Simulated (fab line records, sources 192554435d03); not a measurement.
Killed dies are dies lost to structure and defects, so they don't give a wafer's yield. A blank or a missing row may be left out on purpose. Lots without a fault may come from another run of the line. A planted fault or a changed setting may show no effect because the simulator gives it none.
Which tool did it? | flow n5_finfet | 12 lots, 36 wafers sampled, at 1 step of a route of 1938

WHAT THE GAUGES READ, wafer by wafer
N5_DUMMY_GATE_INSPECT_17: inspects for defects (brightfield).
lot  | measured    | on                | raw_defect_count
L075 | day 3 03:18 | defect_inspect-01 | 143 147 163
L077 | day 3 16:56 | defect_inspect-02 | 257 290 289
L079 | day 4 05:20 | defect_inspect-02 | 158 158 119
L081 | day 4 16:14 | defect_inspect-02 | 204 174 263
L083 | day 5 04:22 | defect_inspect-02 | 238 254 166
L085 | day 5 17:28 | defect_inspect-02 | 179 116 136
L087 | day 6 04:55 | defect_inspect-01 | 124 224 229
L089 | day 6 16:54 | defect_inspect-01 | 213 146 177
L091 | day 7 04:13 | defect_inspect-01 | 159 185 148
L093 | day 7 15:29 | defect_inspect-02 | 244 260 246
L095 | day 8 06:14 | defect_inspect-02 | 237 155 234
L097 | day 8 17:16 | defect_inspect-02 | 249 230 181

WHICH TOOL RAN EACH LOT (tool, then ch and the chambers of the sampled wafers, then the start)
The record holds no process step before these readings.

THE ANSWER, worked out from the rows above alone
Rule: what is usual is taken from the lots themselves. Put in order of their means at a reading, lots are off if they are a third of the lots or fewer, leave a main group of 4 or more, and stand apart from it by a gap of 3 or more times the standard deviation of the main group's means; of several such gaps the widest counts. A main group whose means are all the same, to the digits that the tables above print for the reading, isn't used. A lot without any number at a reading at which 4 lots or more have one is off too. The other lots that the step has rows for count as sound.
No lot is off at any reading shown: from this, nothing can be told.

WHAT THE SIMULATOR HAD PUT IN
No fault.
